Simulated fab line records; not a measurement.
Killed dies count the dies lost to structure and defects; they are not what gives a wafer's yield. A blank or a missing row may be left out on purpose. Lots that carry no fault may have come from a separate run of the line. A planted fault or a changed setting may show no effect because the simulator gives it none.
Which tool was responsible? ; flow n5-finfet ; 9 lots, 27 wafers sampled, at 2 steps of a route of 1938

== WHAT THE GAUGES SHOWED, per wafer ==
N5_BEOL_M9_INSPECT_30: inspects for defects (brightfield).
lot;measured;on;raw-defect-count
L917;day 9 20:29;defect-inspect-02;751 429 315
L921;day 10 16:44;defect-inspect-02;367 580 397
L923;day 11 03:37;defect-inspect-02;664 667 742
L925;day 11 05:43;defect-inspect-02;560 360 1201
L928;day 12 18:29;defect-inspect-02;276 474 402
L936;day 14 16:41;defect-inspect-02;448 404 527
L938;day 14 23:46;defect-inspect-02;301 360 444
L937;day 15 03:00;defect-inspect-02;472 594 551
L939;day 15 05:15;defect-inspect-01;656 517 631

== EACH LOT AND THE TOOL THAT RAN IT (in order: tool; ch and the chambers of the sampled wafers; start) ==
lot;N5_BEOL_M9_STRIP_67
L917;rie-diel-01 ch 1,2,3, day 9 19:21
L921;rie-diel-02 ch 1,3, day 10 15:49
L923;rie-diel-01 ch 1,2,3, day 11 01:52
L925;rie-diel-01 ch 0,2,3, day 11 05:04
L928;rie-diel-02 ch 1,3, day 12 17:47
L936;rie-diel-03 ch 0,3, day 14 15:54
L938;rie-diel-03 ch 2,3, day 14 22:56
L937;rie-diel-03 ch 0,2, day 15 00:36
L939;rie-diel-01 ch 0,2,3, day 15 04:10
- N5_BEOL_M9_STRIP_67: strips in CF4.

== THE ANSWER, worked out from the rows above alone ==
Rule: what is usual is taken from the lots themselves. Put in order of their means at a reading, lots are off if they are a third of the lots or fewer, leave a main group of 4 or more, and stand apart from it by a gap of 3 or more times the standard deviation of the main group's means; of several such gaps the widest counts. The tables above print the reading to a certain number of digits; a main group whose means all agree to those digits is not used. Also off: a lot with no number at a reading for which 4 or more lots have one. Where the step has rows for the other lots, those lots are counted as sound.
None of the lots is off at any reading shown; this tells nothing.

== WHAT WAS PUT IN BY THE SIMULATOR ==
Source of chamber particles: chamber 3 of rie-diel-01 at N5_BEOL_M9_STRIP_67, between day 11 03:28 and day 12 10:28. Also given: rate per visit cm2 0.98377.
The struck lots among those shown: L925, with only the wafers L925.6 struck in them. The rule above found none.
